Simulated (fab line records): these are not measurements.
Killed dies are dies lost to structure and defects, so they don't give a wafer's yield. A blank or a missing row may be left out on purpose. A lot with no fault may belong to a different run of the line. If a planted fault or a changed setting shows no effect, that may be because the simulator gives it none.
What tool caused it?	flow nand-harc	72 wafers sampled from 24 lots at 1 step of a route of 1302

WHAT THE GAUGES READ, wafer by wafer
NHARC_A_CONTACT_INSPECT_71.
lot	measured	on	raw-defect-count
L075	day 21 03:32	defect-inspect-02	112 138 121
L076	day 21 15:14	defect-inspect-02	15 20 24
L077	day 21 16:32	defect-inspect-01	88 92 80
L074	day 21 18:23	defect-inspect-01	102 99 94
L078	day 22 22:53	defect-inspect-02	94 103 85
L080	day 23 00:08	defect-inspect-01	97 104 107
L079	day 23 03:19	defect-inspect-01	22 25 18
L081	day 24 06:46	defect-inspect-02	115 121 115
L082	day 24 07:49	defect-inspect-02	66 59 68
L083	day 24 23:06	defect-inspect-02	74 71 86
L084	day 25 00:07	defect-inspect-02	76 63 81
L085	day 25 02:31	defect-inspect-02	112 76 78
L086	day 25 14:14	defect-inspect-01	53 53 50
L087	day 25 19:08	defect-inspect-01	75 56 73
L088	day 26 15:20	defect-inspect-01	76 63 75
L089	day 26 22:01	defect-inspect-01	83 84 85
L090	day 27 07:30	defect-inspect-02	111 104 95
L091	day 27 12:26	defect-inspect-01	44 53 54
L093	day 28 02:23	defect-inspect-02	113 92 108
L092	day 28 04:03	defect-inspect-02	72 81 73
L095	day 29 10:55	defect-inspect-01	73 69 80
L094	day 29 12:05	defect-inspect-01	81 77 70
L097	day 30 10:59	defect-inspect-02	144 134 133
L096	day 30 15:41	defect-inspect-01	47 46 50

WHICH TOOL RAN EACH LOT (tool, then ch and the chambers of the sampled wafers, then the start)
Before these readings, the record contains no process step.

WHAT THE TOOLS THEMSELVES READ (means of the sampled wafers that have a number; where no wafer has one, the mark that the record gives instead)
The record holds no such reading with a usual standard deviation.

THE ANSWER, worked out from the rows above alone
Rule: what is usual is taken from the lots themselves. The widest of any qualifying gaps counts: lots, ordered by their means at a reading, are off when they make up no more than a third of the lots, leave a main group of 4 or more, and stand apart from it by 3 or more times the standard deviation of that group's means. Not used: any main group whose means are identical at the precision the tables above print for the reading. Also off: a lot with no number at a reading for which 4 or more lots have one. The other lots that the step has rows for count as sound. Order of review: gauges by route order, followed by the tools' own readings, for which a lot's mean as printed above is used. At the first step where some lot is off, the reading lying furthest off is the one used; lots without a number count as furthest.
No lot is off on any of the readings shown, so nothing can be concluded from this.

WHAT THE SIMULATOR HAD PUT IN
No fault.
